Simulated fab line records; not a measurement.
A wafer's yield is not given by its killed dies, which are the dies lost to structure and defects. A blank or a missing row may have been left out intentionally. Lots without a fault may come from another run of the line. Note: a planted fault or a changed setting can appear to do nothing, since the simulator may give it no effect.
fab line records	flow n5-finfet
[record] lots = 7	wafers = 21
route steps=1938 shown HKMG_FIN@391 MOL_CONTACT_COAG@538 BEOL_M0_SAQP@654 BEOL_M1@755
start-h: hours from the record's first day to the start of the lot's first wafer shown	wait-h: hours since the lot's step before	" the same as in the row above	L1.1+2: a single row standing in for several wafers	- either no value or no given start	* or withheld: withheld	< > ~ a bound
route shown NAME@n: NAME is a module with steps in the file, n the number in the route of the first one	usual: mean/standard deviation of fault-free wafers	same: alike in all rows	chamber/n: place in a boat	sites: the reading at each site	_std_site: their standard deviation	_edge_site: mean of outer sites minus mean of inner sites	radius-mm: how far each site lies from the wafer's centre	mask NAME#n: copy n	behind: the last tool/chamber to shape the wafer	hold: the reason the lot was held/the length of the hold in hours/how it ended	device: which transistor (n, p or np) failed to switch	end of line: at the end of the route, the tests of the same wafers	where a step has no rows: the recipe by itself	killed: at the first sort, the dies lost to defects and structure; wafer yield is something else	map: shows each die of a wafer: x if killed, . if not, _ if none is there
set.NAME: the setting the step ran with; set.NAME@STEP: the setting that earlier step ran with	model.NAME: the simulator's own value behind a step, which no gauge read
one table per step and one row per wafer, for lots whose settings were changed on purpose
[[steps]]
[step N5_HKMG_FIN_COAT_42]
[recipe] resist = SiARC	temp-c = 220	time-s = 60	spin-rpm = 1500	resist-thk-nm = 35
lot.wafer	tool	chamber	start-h	wait-h	set.spin-rpm	model.SiARC_of_HKMG_FIN_COAT_42.thk-nm
L077.1+2	litho-track-01	0	-	-	1500	35
L077.6	"	0	"	"	1387	36.4
L081.2+5	litho-track-01	0	-	-	1500	35.2
L081.4	"	0	"	"	1647	33.6
L083.4	litho-track-01	0	-	-	1500	35
L083.5+6	"	0	"	"	1500	35.2
L084.1+4+6	litho-track-03	0	-	-	1446	35.6
L088.1+2+5	litho-track-03	0	-	-	1385	36.4
L090.2+6	litho-track-05	0	-	-	1500	35.2
L090.3	"	0	"	"	1431	36
L092.1	litho-track-05	0	-	-	1661	33.4
L092.4+5	"	0	"	"	1500	35
[step N5_HKMG_FIN_ETCH_54]
[recipe] chemistry = CF4	target = SiARC	target-depth-a = 455	mask-material = CAR-ArF	time-s = 75.8	ion-energy-ev = 80	pressure-mtorr = 40	source-w = 545	bias-w = 36	Ar_flow_sccm = 100	cf4-flow-sccm = 100	ends = cleared
[usual] rf-vpp-V = 184.0/1.3
lot.wafer	tool	chamber	start-h	wait-h	set.source-w	set.spin-rpm@HKMG_FIN_COAT_42	rf-vpp-V	model.etch.depth-nm	model.CAR-ArF_of_HKMG_FIN_COAT_43.thk-nm
L077.1	rie-diel-02	2	95.34	0.0	545	1500	183.2	34.96	51.2
L077.2	"	0	"	"	519.6	1500	185.5	35.04	51
L077.6	"	3	"	"	519.6	1387	186.9	36.32	50
L081.2	rie-diel-03	2	118.41	0.0	493.6	1500	190.6	35.11	51
L081.4	"	3	"	"	493.6	1647	189.1	33.52	52.2
L081.5	"	3	"	"	545	1500	182.5	35.11	50.8
L083.4	rie-diel-02	3	131.44	0.0	545	1500	183.4	35.09	51.2
L083.5	"	1	"	"	545	1500	184.8	35.23	50.8
L083.6	"	2	"	"	545	1500	183.6	35.16	51.4
L084.1	rie-diel-06	1	134.27	0.0	545	1446	184.7	35.6	50
L084.4	"	3	"	"	545	1446	185.2	35.59	50
L084.6	"	1	"	"	545	1446	184.8	35.6	50
L088.1	rie-diel-02	3	156.98	0.0	545	1385	183.2	36.36	49.4
L088.2	"	2	"	"	545	1385	183.5	36.31	49.4
L088.5	"	1	"	"	545	1385	183.5	36.32	49.4
L090.2	rie-diel-03	2	168.20	0.0	586.9	1500	177.7	35.18	51
L090.3	"	3	"	"	545	1431	184.0	36.01	49.8
L090.6	"	3	"	"	545	1500	182.1	35.24	50.8
L092.1	rie-diel-03	3	180.05	0.0	587.1	1661	177.6	33.32	52.6
L092.4	"	3	"	"	545	1500	182.9	35.07	51.2
L092.5	"	1	"	"	545	1500	185.4	35.07	51
[step N5_HKMG_FIN_ETCH_55]
[recipe] chemistry = N2/H2	target = SOC	target-depth-a = 2400	temp-c = 40	time-s = 300	ion-energy-ev = 200	mask-material = SiARC	pressure-mtorr = 30	source-w = 840	bias-w = 150	n2-flow-sccm = 200	h2-flow-sccm = 200
lot.wafer	tool	chamber	start-h	wait-h	set.spin-rpm@HKMG_FIN_COAT_42	model.SiARC_of_HKMG_FIN_COAT_42.thk-nm
L077.1	rie-diel-02	2	95.39	0.0	1500	20.8
L077.2	"	0	"	"	1500	21.2
L077.6	"	3	"	"	1387	22.6
L081.2	rie-diel-03	2	118.47	0.0	1500	21.8
L081.4	"	3	"	"	1647	19.6
L081.5	"	3	"	"	1500	21.2
L083.4	rie-diel-02	3	131.55	0.1	1500	21.4
L083.5	"	1	"	"	1500	22
L083.6	"	2	"	"	1500	21.2
L084.1+4	rie-diel-06	1,3	134.33	0.0	1446	22
L084.6	"	1	"	"	1446	21.8
L088.1	rie-diel-02	3	157.03	0.0	1385	22.6
L088.2	"	2	"	"	1385	22.4
L088.5	"	1	"	"	1385	22.8
L090.2	rie-diel-03	2	168.26	0.0	1500	22
L090.3	"	3	"	"	1431	22.4
L090.6	"	3	"	"	1500	21.6
L092.1	rie-diel-03	3	180.10	0.0	1661	19.4
L092.4	"	3	"	"	1500	21.2
L092.5	"	1	"	"	1500	20.6
[step N5_MOL_CONTACT_COAG_ETCH_110]
[recipe] chemistry = CF4/O2	target = Si	target-depth-a = 25	time-s = 8	pressure-mtorr = 100	source-w = 200	bias-w = 12	ion-energy-ev = 60	Ar_flow_sccm = 100	cf4-flow-sccm = 100	O2_flow_sccm = 10
[usual] rf-vpp-V = 127.0/2.6
lot.wafer	tool	chamber	start-h	wait-h	set.bias-w	rf-vpp-V
L077.1	rie-diel-06	0	112.12	0.0	12.84	141.4
L077.2	"	1	"	"	12	125.0
L077.6	"	3	"	"	12.84	136.2
L081.2	rie-diel-02	3	134.48	0.0	12	125.8
L081.4	"	2	"	"	12	126.9
L081.5	"	1	"	"	12	126.1
L083.4	rie-diel-03	2	148.30	0.0	12	122.6
L083.5	"	1	"	"	12	128.7
L083.6	"	0	"	"	12	125.3
L084.1	rie-diel-02	1	150.00	0.0	12	124.7
L084.4	"	0	"	"	12	130.0
L084.6	"	1	"	"	12	126.2
L088.1	rie-diel-06	3	174.35	0.0	12	129.9
L088.2	"	2	"	"	12.81	135.8
L088.5	"	0	"	"	12.81	140.2
L090.2	rie-diel-02	3	183.96	0.0	12	125.2
L090.3	"	1	"	"	13.75	141.4
L090.6	"	2	"	"	13.75	143.4
L092.1	rie-diel-03	1	195.91	0.0	12	127.3
L092.4	"	3	"	"	12	128.7
L092.5	"	2	"	"	12	122.4
[step N5_MOL_CONTACT_COAG_ETCHBACK_135]
[recipe] chemistry = CHF3	target = SiO2	target-depth-a = 250	time-s = 16.7	ion-energy-ev = 200	pressure-mtorr = 30	source-w = 610	bias-w = 170	Ar_flow_sccm = 200	CHF3_flow_sccm = 50
lot.wafer	tool	chamber	start-h	wait-h	set.time-s	model.SOC_of_MOL_CONTACT_COAG_COAT_75.thk-nm
L077.1+2	rie-diel-02	1,3	120.95	0.0	13.25	57.6
L077.6	"	2	"	"	16.7	57
L081.2+4+5	rie-diel-06	1,2,3	144.21	0.0	16.7	57.6
L083.4+5	rie-diel-03	0	157.37	0.0	16.7	57.6
L083.6	"	1	"	"	16.7	57.4
L084.1	rie-diel-06	2	160.18	0.0	19.47	57
L084.4	"	1	"	"	16.7	57.4
L084.6	"	0	"	"	16.7	57.2
L088.1+2	rie-diel-06	3,0	186.24	0.0	13.57	57.8
L088.5	"	1	"	"	16.7	57.2
L090.2	rie-diel-06	3	194.68	0.0	16.7	57.6
L090.3	"	1	"	"	13.32	57.8
L090.6	"	3	"	"	16.7	57.4
L092.1+5	rie-diel-03	3	206.77	0.0	16.7	57.4
L092.4	"	0	"	"	16.7	57.2
[step N5_BEOL_M0_SAQP_ETCH_84]
[recipe] chemistry = N2/H2	target = SOC	target-depth-a = 1000	overetch-a = 200	mask-material = SiARC	temp-c = 40	time-s = 150	ion-energy-ev = 200	pressure-mtorr = 30	source-w = 840	bias-w = 150	n2-flow-sccm = 200	h2-flow-sccm = 200
lot.wafer	tool	chamber	start-h	wait-h	set.time-s	model.SiARC_of_BEOL_M0_SAQP_COAT_82.thk-nm
L077.1	rie-diel-04	3	128.80	0.0	150	24.2
L077.2	"	1	"	"	178.9	23.2
L077.6	"	2	"	"	178.9	23.4
L081.2	rie-diel-04	3	151.81	0.0	122.2	25.2
L081.4	"	2	"	"	122.2	25.6
L081.5	"	2	"	"	150	24.4
L083.4	rie-diel-01	2	165.07	0.0	150	24.2
L083.5+6	"	1,0	"	"	150	24
L084.1+4	rie-diel-05	1,2	169.09	0.0	116.4	25.4
L084.6	"	1	"	"	150	24
L088.1+5	rie-diel-04	1,0	194.43	0.0	150	24.2
L088.2	"	2	"	"	175.3	23.8
L090.2	rie-diel-01	2	203.37	0.0	167.2	23.6
L090.3	"	1	"	"	167.2	23.4
L090.6	"	1	"	"	150	24
L092.1	rie-diel-04	0	214.56	0.0	150	24.2
L092.4	"	1	"	"	173.8	23.2
L092.5	"	3	"	"	150	24
[step N5_BEOL_M0_SAQP_STRIP_80]
[recipe] chemistry = N2/H2	temp-c = 40	n2-flow-sccm = 200	h2-flow-sccm = 200	rf-frequency-hz = 6e+07
[step N5_BEOL_M0_SAQP_HM_OPEN_112]
[recipe] chemistry = CHF3/O2	target = SiO2	stop-on = a-Si	target-depth-a = 120	over-etch-frac = 1.25	mask-material = SOC	time-s = 13.5	pressure-mtorr = 30	source-w = 650	bias-w = 170	Ar_flow_sccm = 200	CHF3_flow_sccm = 50	O2_flow_sccm = 5	ion-energy-ev = 200	ends = end-point
lot.wafer	tool	chamber	start-h	wait-h	set.time-s@BEOL_M0_SAQP_ETCH_84	model.etch.depth-nm
L077.1	rie-diel-04	3	128.91	0.0	150	11.96
L077.2	"	1	"	"	178.9	10.74
L077.6	"	2	"	"	178.9	10.71
L081.2	rie-diel-04	3	151.91	0.0	122.2	11.94
L081.4	"	2	"	"	122.2	11.96
L081.5	"	2	"	"	150	11.85
L083.4	rie-diel-01	2	165.16	0.0	150	12.21
L083.5	"	1	"	"	150	12.06
L083.6	"	0	"	"	150	12.39
L084.1	rie-diel-05	1	169.19	0.0	116.4	11.81
L084.4	"	2	"	"	116.4	12
L084.6	"	1	"	"	150	12.3
L088.1	rie-diel-04	1	194.54	0.0	150	12.13
L088.2	"	2	"	"	175.3	10.64
L088.5	"	0	"	"	150	12.12
L090.2	rie-diel-01	2	203.48	0.0	167.2	10.98
L090.3	"	1	"	"	167.2	11.22
L090.6	"	1	"	"	150	12.16
L092.1	rie-diel-04	0	214.67	0.0	150	11.76
L092.4	"	1	"	"	173.8	11.16
L092.5	"	3	"	"	150	11.84
[step N5_BEOL_M0_SAQP_EXPOSE_37]
[recipe] mask-id = M0_CUT1	na = 0.33	source-shape = annular	sigma-inner = 0.35	sigma-outer = 0.8	polarization = unpolarized	target-cd-nm = 30	dose-mj = 44.75
lot.wafer	tool	chamber	start-h	wait-h	mask	set.dose-mj
L077.1+2	euv-scanner-02	0	133.49	-	M0_CUT1#0	47.11
L077.6	"	0	"	"	M0_CUT1#0	44.75
L081.2+4+5	euv-scanner-01	0	156.12	-	M0_CUT1#0	44.75
L083.4+5+6	euv-scanner-02	0	168.83	-	M0_CUT1#0	44.75
L084.1+4+6	euv-scanner-01	0	173.64	-	M0_CUT1#0	44.75
L088.1	euv-scanner-02	0	198.23	-	M0_CUT1#0	45.88
L088.2+5	"	0	"	"	M0_CUT1#0	44.75
L090.2+3+6	euv-scanner-01	0	207.72	-	M0_CUT1#0	44.75
L092.1+4+5	euv-scanner-01	0	218.23	-	M0_CUT1#0	44.75
[step N5_BEOL_M0_SAQP_PEB_38]
[recipe] peb-temp-c = 100	peb-time-s = 60	resist = CAR-EUV
[step N5_BEOL_M0_SAQP_DEVELOP_39]
[recipe] develop-time-s = 30	developer = TMAH	resist = CAR-EUV	rinse-liquid = surfactant-rinse	dry = air-spin	dev-temp-c = 23
[step N5_BEOL_M0_SAQP_DESCUM_45]
[recipe] chemistry = O2	time-s = 7	source-power-w = 50	bias-power-w = 20	pressure-mtorr = 20	rf-frequency-hz = 2.712e+07	temp-c = 40	resist = CAR-EUV	o2-flow-sccm = 225
lot.wafer	tool	chamber	start-h	wait-h	set.dose-mj@BEOL_M0_SAQP_EXPOSE_37	model.BEOL_M0_SAQP.cd-nm
L077.1+2	rie-diel-01	2,3	133.77	0.1	47.11	31.2
L077.6	"	3	"	"	44.75	30.2
L081.2+5	rie-diel-04	2,3	156.46	0.1	44.75	29.8
L081.4	"	1	"	"	44.75	29.6
L083.4+6	rie-diel-01	2,0	169.07	0.0	44.75	29.6
L083.5	"	3	"	"	44.75	30
L084.1+4+6	rie-diel-04	2,1,3	174.07	0.2	44.75	30.2
L088.1	rie-diel-04	3	198.75	0.3	45.88	30.2
L088.2+5	"	1	"	"	44.75	29.6
L090.2+3	rie-diel-01	2,3	208.13	0.2	44.75	30.2
L090.6	"	3	"	"	44.75	30
L092.1+4	rie-diel-05	0,3	218.48	0.0	44.75	30
L092.5	"	0	"	"	44.75	30.2
[step N5_BEOL_M0_SAQP_ETCH_88]
[recipe] chemistry = N2/H2	target = underlayer	target-depth-a = 65	time-s = 5.2	ion-energy-ev = 200	mask-material = CAR-EUV	pressure-mtorr = 30	source-w = 840	bias-w = 150	n2-flow-sccm = 200	h2-flow-sccm = 200	ends = cleared
lot.wafer	tool	chamber	start-h	wait-h	set.dose-mj@BEOL_M0_SAQP_EXPOSE_37	model.BEOL_M0_SAQP.cd-nm
L077.1	rie-diel-01	2	133.80	0.0	47.11	31.2
L077.2	"	3	"	"	47.11	31.4
L077.6	"	3	"	"	44.75	30.2
L081.2	rie-diel-04	2	156.49	0.0	44.75	30
L081.4	"	1	"	"	44.75	29.6
L081.5	"	3	"	"	44.75	29.8
L083.4	rie-diel-01	2	169.10	0.0	44.75	29.6
L083.5	"	3	"	"	44.75	30
L083.6	"	0	"	"	44.75	29.8
L084.1+6	rie-diel-04	2,3	174.11	0.0	44.75	30.2
L084.4	"	1	"	"	44.75	30
L088.1	rie-diel-04	3	198.78	0.0	45.88	30.2
L088.2+5	"	1	"	"	44.75	29.6
L090.2	rie-diel-01	2	208.16	0.0	44.75	30.2
L090.3	"	3	"	"	44.75	30.4
L090.6	"	3	"	"	44.75	30
L092.1+4	rie-diel-05	0,3	218.52	0.0	44.75	29.8
L092.5	"	0	"	"	44.75	30.2
[step N5_BEOL_M0_SAQP_CUT_ETCH_46]
[recipe] chemistry = N2/H2	target = SOC	target-depth-a = 1350	overetch-a = 270	temp-c = 40	time-s = 202.5	ion-energy-ev = 200	mask-material = SiARC	pressure-mtorr = 30	source-w = 840	bias-w = 150	n2-flow-sccm = 200	h2-flow-sccm = 200
lot.wafer	tool	chamber	start-h	wait-h	set.time-s	model.SiARC_of_BEOL_M0_SAQP_COAT_72.thk-nm
L077.1	rie-diel-01	2	133.85	0.0	233.8	3.2
L077.2	"	3	"	"	202.5	5.2
L077.6	"	3	"	"	233.8	3.6
L081.2	rie-diel-04	2	156.54	0.0	202.5	5.4
L081.4	"	1	"	"	202.5	5
L081.5	"	3	"	"	202.5	4.6
L083.4	rie-diel-01	2	169.15	0.0	202.5	4.4
L083.5	"	3	"	"	202.5	4.8
L083.6	"	0	"	"	202.5	4.2
L084.1	rie-diel-04	2	174.16	0.0	235.8	3.8
L084.4	"	1	"	"	202.5	5
L084.6	"	3	"	"	235.8	3
L088.1	rie-diel-04	3	198.83	0.0	202.5	4.6
L088.2	"	1	"	"	180.1	6
L088.5	"	1	"	"	202.5	5
L090.2	rie-diel-01	2	208.21	0.0	217.6	3.8
L090.3	"	3	"	"	202.5	5
L090.6	"	3	"	"	217.6	4.4
L092.1	rie-diel-05	0	218.57	0.0	202.5	5
L092.4	"	3	"	"	202.5	4.8
L092.5	"	0	"	"	202.5	5.2
[step N5_BEOL_M1_COAT_61]
[recipe] resist = SOC	temp-c = 250	time-s = 60	spin-rpm = 1500	resist-thk-nm = 60
lot.wafer	tool	chamber	start-h	wait-h	set.spin-rpm	model.SOC_of_BEOL_M1_COAT_61.thk-nm
L077.1	litho-track-01	0	143.65	0.1	1643	57.4
L077.2	"	0	"	"	1500	60.2
L077.6	"	0	"	"	1643	57.6
L081.2+4	litho-track-03	0	165.35	0.1	1500	60
L081.5	"	0	"	"	1667	56.8
L083.4+5+6	litho-track-05	0	180.78	0.1	1500	60.2
L084.1+4+6	litho-track-03	0	186.80	0.1	1500	60.2
L088.1+5	litho-track-01	0	208.93	0.1	1363	62.8
L088.2	"	0	"	"	1363	63
L090.2+6	litho-track-05	0	220.39	0.1	1389	62.6
L090.3	"	0	"	"	1500	60.2
L092.1+4	litho-track-05	0	231.30	0.1	1655	57.2
L092.5	"	0	"	"	1500	60.2
[step N5_BEOL_M1_COAT_62]
[recipe] resist = SiARC	temp-c = 220	time-s = 60	spin-rpm = 1500	resist-thk-nm = 12
lot.wafer	tool	chamber	start-h	wait-h	set.spin-rpm	model.SiARC_of_BEOL_M1_COAT_62.thk-nm
L077.1+2+6	litho-track-01	0	-	-	1655	11.4
L081.2+5	litho-track-03	0	-	-	1500	12
L081.4	"	0	"	"	1658	11.4
L083.4+5+6	litho-track-05	0	-	-	1500	12
L084.1+4	litho-track-03	0	-	-	1585	11.6
L084.6	"	0	"	"	1500	12
L088.1+2+5	litho-track-01	0	-	-	1500	12
L090.2	litho-track-05	0	-	-	1378	12.6
L090.3+6	"	0	"	"	1500	12
L092.1+5	litho-track-05	0	-	-	1500	12
L092.4	"	0	"	"	1399	12.6
[step N5_BEOL_M1_COAT_73]
[recipe] resist = underlayer	temp-c = 205	time-s = 60	spin-rpm = 1500	resist-thk-nm = 5
[step N5_BEOL_M1_COAT_05]
[recipe] resist = CAR-EUV	spin-rpm = 1500	resist-thk-nm = 30
[step N5_BEOL_M1_DESCUM_16]
[recipe] chemistry = O2	time-s = 7	source-power-w = 50	bias-power-w = 20	pressure-mtorr = 20	rf-frequency-hz = 2.712e+07	temp-c = 40	resist = CAR-EUV	o2-flow-sccm = 225
[step N5_BEOL_M1_ETCH_74]
[recipe] chemistry = N2/H2	target = underlayer	target-depth-a = 65	mask-material = CAR-EUV	time-s = 5.2	ion-energy-ev = 200	pressure-mtorr = 30	source-w = 840	bias-w = 150	n2-flow-sccm = 200	h2-flow-sccm = 200	ends = cleared
[step N5_BEOL_M1_ETCH_63]
[recipe] chemistry = CF4	target = SiARC	target-depth-a = 156	mask-material = CAR-EUV	time-s = 26	ion-energy-ev = 80	pressure-mtorr = 40	source-w = 545	bias-w = 36	Ar_flow_sccm = 100	cf4-flow-sccm = 100	ends = cleared
lot.wafer	tool	chamber	start-h	wait-h	set.spin-rpm@BEOL_M1_COAT_62	model.etch.depth-nm	model.CAR-EUV_of_BEOL_M1_COAT_05.thk-nm
L077.1+2	rie-diel-05	2,0	144.22	0.0	1655	11.46	11.4
L077.6	"	2	"	"	1655	11.47	11.6
L081.2	rie-diel-05	0	165.79	0.0	1500	11.95	11
L081.4	"	1	"	"	1658	11.37	11.6
L081.5	"	0	"	"	1500	11.92	11
L083.4	rie-diel-01	3	181.35	0.0	1500	12.02	11
L083.5	"	0	"	"	1500	12.05	11.2
L083.6	"	3	"	"	1500	12	11.2
L084.1	rie-diel-05	2	187.26	0.0	1585	11.65	11.4
L084.4	"	1	"	"	1585	11.69	11.4
L084.6	"	3	"	"	1500	12	11.2
L088.1	rie-diel-05	2	209.51	0.0	1500	11.99	11
L088.2	"	0	"	"	1500	12.05	11
L088.5	"	3	"	"	1500	12.01	11
L090.2	rie-diel-01	2	225.76	0.0	1378	12.55	10.8
L090.3	"	0	"	"	1500	12.04	11.4
L090.6	"	1	"	"	1500	12.02	11.2
L092.1	rie-diel-04	0	231.92	0.0	1500	12.04	11.2
L092.4	"	2	"	"	1399	12.51	10.8
L092.5	"	2	"	"	1500	12.03	11
[step N5_BEOL_M1_ETCH_64]
[recipe] chemistry = N2/H2	target = SOC	target-depth-a = 750	overetch-a = 150	mask-material = SiARC	temp-c = 40	time-s = 112.5	ion-energy-ev = 200	pressure-mtorr = 30	source-w = 840	bias-w = 150	n2-flow-sccm = 200	h2-flow-sccm = 200
lot.wafer	tool	chamber	start-h	wait-h	set.spin-rpm@BEOL_M1_COAT_61	set.spin-rpm@BEOL_M1_COAT_62	model.SiARC_of_BEOL_M1_COAT_62.thk-nm	model.etch.depth-nm
L077.1	rie-diel-05	2	144.24	0.0	1643	1655	6.2	57.34
L077.2	"	0	"	"	1500	1655	6.2	60.14
L077.6	"	2	"	"	1643	1655	6.2	57.52
L081.2	rie-diel-05	0	165.82	0.0	1500	1500	6.8	59.92
L081.4	"	1	"	"	1500	1658	6	60.09
L081.5	"	0	"	"	1667	1500	6.6	56.87
L083.4	rie-diel-01	3	181.38	0.0	1500	1500	6.8	60.28
L083.5	"	0	"	"	1500	1500	6.6	60.29
L083.6	"	3	"	"	1500	1500	6.8	60.26
L084.1	rie-diel-05	2	187.29	0.0	1500	1585	6.4	60.12
L084.4	"	1	"	"	1500	1585	6.4	60.25
L084.6	"	3	"	"	1500	1500	6.8	60.26
L088.1+5	rie-diel-05	2,3	209.54	0.0	1363	1500	6.8	62.8
L088.2	"	0	"	"	1363	1500	7	62.93
L090.2	rie-diel-01	2	225.79	0.0	1389	1378	7.2	62.62
L090.3	"	0	"	"	1500	1500	6.4	60.18
L090.6	"	1	"	"	1389	1500	6.4	62.52
L092.1	rie-diel-04	0	231.95	0.0	1655	1500	6.8	57.17
L092.4	"	2	"	"	1655	1399	7.6	57.14
L092.5	"	2	"	"	1500	1500	7.2	60.14
[step N5_BEOL_M1_ETCH_70]
[recipe] chemistry = N2/H2	target = SOC	target-depth-a = 800	overetch-a = 160	mask-material = SiARC	temp-c = 40	time-s = 120	ion-energy-ev = 200	pressure-mtorr = 30	source-w = 840	bias-w = 150	n2-flow-sccm = 200	h2-flow-sccm = 200
[usual] rf-vpp-V = 523.9/2.1
lot.wafer	tool	chamber	start-h	wait-h	set.bias-w	rf-vpp-V	model.SiARC_of_BEOL_M1_COAT_68.thk-nm
L077.1	rie-diel-04	3	152.30	0.0	150	524.5	6.2
L077.2	"	2	"	"	150	520.7	6.6
L077.6	"	1	"	"	150	521.6	6.4
L081.2	rie-diel-01	3	180.88	0.0	172.4	570.6	5.4
L081.4	"	1	"	"	172.4	574.8	5
L081.5	"	2	"	"	172.4	572.8	5.2
L083.4	rie-diel-04	3	189.55	0.0	150	523.2	6.4
L083.5	"	1	"	"	150	522.6	6.4
L083.6	"	0	"	"	150	523.1	6.2
L084.1	rie-diel-05	1	204.59	0.0	150	528.5	6.2
L084.4	"	3	"	"	150	521.1	6.4
L084.6	"	2	"	"	150	520.9	6.2
L088.1	rie-diel-01	1	236.06	0.0	132.1	486.7	7
L088.2	"	2	"	"	132.1	483.6	7.2
L088.5	"	1	"	"	150	526.1	6
L090.2	rie-diel-05	2	245.10	0.0	150	521.0	6.4
L090.3	"	3	"	"	150	522.1	6.4
L090.6	"	3	"	"	150	521.2	6.4
L092.1	rie-diel-01	0	250.92	0.0	171.2	571.9	4.8
L092.4	"	3	"	"	150	523.4	6.4
L092.5	"	1	"	"	171.2	571.0	5
[[key]]
[split] step = N5_HKMG_FIN_COAT_42	setting = spin-rpm	stated = 1500	by = wafer
[response] step = N5_HKMG_FIN_COAT_42	reading = model.SiARC_of_HKMG_FIN_COAT_42.thk-nm	change = -0.163	per = 1%	r = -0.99
[response] step = N5_HKMG_FIN_ETCH_54	reading = model.etch.depth-nm	change = -0.166	per = 1%	r = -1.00
[response] step = N5_HKMG_FIN_ETCH_54	reading = model.CAR-ArF_of_HKMG_FIN_COAT_43.thk-nm	change = +0.146	per = 1%	r = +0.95
[response] step = N5_HKMG_FIN_ETCH_55	reading = model.SiARC_of_HKMG_FIN_COAT_42.thk-nm	change = -0.171	per = 1%	r = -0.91
[split] step = N5_HKMG_FIN_ETCH_54	setting = source-w	stated = 545	by = wafer
[response] step = N5_HKMG_FIN_ETCH_54	reading = rf-vpp-V	change = -0.763	per = 1%	r = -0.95
[split] step = N5_MOL_CONTACT_COAG_ETCH_110	setting = bias-w	stated = 12	by = wafer
[response] step = N5_MOL_CONTACT_COAG_ETCH_110	reading = rf-vpp-V	change = +1.31	per = 1%	r = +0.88
[split] step = N5_MOL_CONTACT_COAG_ETCHBACK_135	setting = time-s	stated = 16.7	by = wafer
[response] step = N5_MOL_CONTACT_COAG_ETCHBACK_135	reading = model.SOC_of_MOL_CONTACT_COAG_COAT_75.thk-nm	change = -0.0237	per = 1%	r = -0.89
[split] step = N5_BEOL_M0_SAQP_ETCH_84	setting = time-s	stated = 150	by = wafer
[response] step = N5_BEOL_M0_SAQP_ETCH_84	reading = model.SiARC_of_BEOL_M0_SAQP_COAT_82.thk-nm	change = -0.0499	per = 1%	r = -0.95
[response] step = N5_BEOL_M0_SAQP_HM_OPEN_112	reading = model.etch.depth-nm	shape = bent	at-lowest = 11.91	at-stated = 12.07	at-highest = 10.73
[split] step = N5_BEOL_M0_SAQP_EXPOSE_37	setting = dose-mj	stated = 44.75	by = wafer
[response] step = N5_BEOL_M0_SAQP_DESCUM_45	reading = model.BEOL_M0_SAQP.cd-nm	change = +0.199	per = 1%	r = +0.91
[response] step = N5_BEOL_M0_SAQP_ETCH_88	reading = model.BEOL_M0_SAQP.cd-nm	change = +0.214	per = 1%	r = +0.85
[split] step = N5_BEOL_M0_SAQP_CUT_ETCH_46	setting = time-s	stated = 202.5	by = wafer
[response] step = N5_BEOL_M0_SAQP_CUT_ETCH_46	reading = model.SiARC_of_BEOL_M0_SAQP_COAT_72.thk-nm	change = -0.108	per = 1%	r = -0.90
[split] step = N5_BEOL_M1_COAT_61	setting = spin-rpm	stated = 1500	by = wafer
[response] step = N5_BEOL_M1_COAT_61	reading = model.SOC_of_BEOL_M1_COAT_61.thk-nm	change = -0.293	per = 1%	r = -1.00
[response] step = N5_BEOL_M1_ETCH_64	reading = model.etch.depth-nm	change = -0.29	per = 1%	r = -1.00
[split] step = N5_BEOL_M1_COAT_62	setting = spin-rpm	stated = 1500	by = wafer
[response] step = N5_BEOL_M1_COAT_62	reading = model.SiARC_of_BEOL_M1_COAT_62.thk-nm	change = -0.0688	per = 1%	r = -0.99
[response] step = N5_BEOL_M1_ETCH_63	reading = model.etch.depth-nm	change = -0.0598	per = 1%	r = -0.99
[response] step = N5_BEOL_M1_ETCH_63	reading = model.CAR-EUV_of_BEOL_M1_COAT_05.thk-nm	change = +0.0532	per = 1%	r = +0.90
[response] step = N5_BEOL_M1_ETCH_64	reading = model.SiARC_of_BEOL_M1_COAT_62.thk-nm	change = -0.0793	per = 1%	r = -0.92
[split] step = N5_BEOL_M1_ETCH_70	setting = bias-w	stated = 150	by = wafer
[response] step = N5_BEOL_M1_ETCH_70	reading = rf-vpp-V	change = +3.42	per = 1%	r = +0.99
[response] step = N5_BEOL_M1_ETCH_70	reading = model.SiARC_of_BEOL_M1_COAT_68.thk-nm	change = -0.1	per = 1%	r = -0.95
